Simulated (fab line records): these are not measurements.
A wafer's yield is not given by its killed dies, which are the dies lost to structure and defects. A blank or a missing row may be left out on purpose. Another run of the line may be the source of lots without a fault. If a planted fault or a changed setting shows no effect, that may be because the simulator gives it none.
8D (eight disciplines) problem report, filled in by code :: flow n5 finfet :: the parts of the form that need people (team, actions taken, sign-off) are left out

== 1. THE ISSUE ==
N5_BEOL_M14_OCD_MEAS_35, trench depth nm: mean 828 nm over 1 wafer from 1 lot; wafers with no fault: 558 nm, standard deviation 7.9. Relative to the usual mean, that is a shift of +34 standard deviations.
The first sign was on wafer L899.1 at day 15 13:28, on ocd-02. The record has a number at this step for 21 wafers belonging to 7 lots. The rule behind "out" and "out of limits": a value lying over 4 standard deviations away from the usual mean. All remaining wafers that have a number are taken as sound.

== 2. WHAT IT IS AND WHAT IT IS NOT ==
question: which readings at this step
is: trench depth nm
is not: -

question: which lots
is: L899
is not: L890, L892, L896, L903, L906, L908

question: which wafers of those lots
is: L899.1
is not: L899.3, L899.5

question: read on which gauges
is: ocd-02
is not: ocd-01

question: when
is: from day 15 13:28
is not: up to then (11 sound wafers); but 9 sound wafers of L903, L906, L908 came after

== 3. SUSPECTS, AND WHAT RULES EACH OUT ==
Counting: if a tool at a process step up to the reading ran every lot that is out, it stays a suspect. Sound lots after the first of them don't rule it out here, since some wafers of a struck lot are sound.
- the gauge at N5_BEOL_M14_OCD_MEAS_35 is ruled out. All the wafers that are out were read on ocd-02, but those of them that N5_BEOL_M14_THK_MEAS_50 has rows for are out there too, on other tools.
- rie diel-05 at N5_BEOL_M14_TRENCH_ETCH_34 (etches SiO2 in C4F8/O2/Ar, target depth 556.65 nm, time 126.9 s): kept. It ran the lot that is out, L899 (day 15 13:18); its last sound lot up to then is L896 (day 13 23:43).
- At N5_BEOL_M14_TRENCH_ETCH_34 on rie diel-05, chamber 2 took the sound wafers of the same lots and chamber 0 took the wafers that are out.
After counting, what remains is rie diel-05 at N5_BEOL_M14_TRENCH_ETCH_34.

== 4. THE CAUSE (what the simulator had put in) ==
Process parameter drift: rie diel-05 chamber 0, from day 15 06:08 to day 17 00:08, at N5_BEOL_M14_TRENCH_ETCH_34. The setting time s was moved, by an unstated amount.
This tool alone remained once counting was done.

== 5. THE CHAIN OF EFFECTS, in route order ==
Each row: a reading whose mean over the struck wafers that have a number lies more than 3 standard deviations from the usual. Only readings for which the record gives a usual standard deviation are gone through. hours: the time from each lot's start at the first step in this table that gives one to its start at this step, as a median over the lots. sigmas: the change in usual standard deviations.
hours: 0
step: N5_BEOL_M14_OCD_MEAS_35
reading: trench depth nm
usual: 558 nm
on struck wafers: 828
change: +270
sigmas: +34

hours: 4
step: N5_BEOL_M14_THK_MEAS_50
reading: M14_THK
usual: 554 nm
on struck wafers: 820
change: +266
sigmas: +33

hours: 5
step: N5_BEOL_M14_RS_MEAS_54
reading: M14_RS
usual: 0.0332 ohm/sq
on struck wafers: 0.0223
change: -0.0109
sigmas: -23

hours: 11
step: N5_BEOL_M15_RC_MEAS_101
reading: SERP_M14
usual: 0.1600 ohm/um
on struck wafers: 0.1053
change: -0.0547
sigmas: -19

hours: 11
step: N5_BEOL_M15_RC_MEAS_101
reading: SERP_M14_max_site
usual: 0.1619 ohm/um
on struck wafers: 0.1059
change: -0.0560
sigmas: -19

== 6. HOW IT WOULD HAVE BEEN CAUGHT EARLIER ==
The first out-of-limits reading at a measuring or inspecting step in this record came at day 15 13:28, 7 hours after the fault's start at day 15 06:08.
Tool readings at N5_BEOL_M14_TRENCH_ETCH_34 with a usual standard deviation given in the record: none out on any struck wafer, hence no alarm at a limit of 4 standard deviations on them.
By day 15 13:28, every lot that is out (1) had started N5_BEOL_M14_TRENCH_ETCH_34 on rie diel-05. None of them would have been spared by holding the tool at that moment.
